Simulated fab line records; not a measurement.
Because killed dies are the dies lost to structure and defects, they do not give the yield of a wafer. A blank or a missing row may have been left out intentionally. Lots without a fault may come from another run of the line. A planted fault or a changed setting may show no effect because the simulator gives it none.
Chamber matching	flow nandHarc	NHARC_P_M2_PRE_CLEAN_32 on pecvd-02: 3 sister chambers
The step time 12 s. 6 wafers are shown with their chamber, then 9 later ones without.

## WAFERS, EACH WITH ITS CHAMBER
wafer	chamber	heaterPowerW (W)
L082.1	0	690
L086.4	2	700
L086.5	1	588
L089.1	2	661
L089.2	1	646
L089.3	0	724

## WAFERS MISSING THEIR CHAMBER
wafer	heaterPowerW (W)
L088.1	683
L088.4	790
L088.5	678
L091.3	832
L091.4	607
L091.6	672
L097.2	734
L097.3	621
L097.5	728

## CHAMBER TAKEN BY EACH
wafer	from the rows above	in truth
L088.1	can't be placed: 2 or 0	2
L088.4	can't be placed: 0 or 2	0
L088.5	can't be placed: 2 or 0 or 1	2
L091.3	can't be placed: 0 or 2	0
L091.4	1	1
L091.6	can't be placed: 2 or 0 or 1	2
L097.2	can't be placed: 0 or 2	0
L097.3	can't be placed: 1 or 2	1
L097.5	can't be placed: 0 or 2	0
Correct placement for 1 of the 9. Not placeable from these rows: 8 (in 8, the candidates include the true chamber). 0 placed wrongly.
How it was worked out, from the rows above alone: a wafer's distance from a chamber is the root of the sum, over the readings, of the square of ((its reading less the chamber's mean) divided by the reading's scatter). If the next closest chamber is less than 2 further off than the closest, the wafer can't be placed; otherwise it belongs to the closest. The mean given for a chamber averages the wafers shown for that chamber. The scatter: the root of (the sum of the squares of (reading less its chamber's mean) over the shown wafers, divided by (wafers less chambers)).
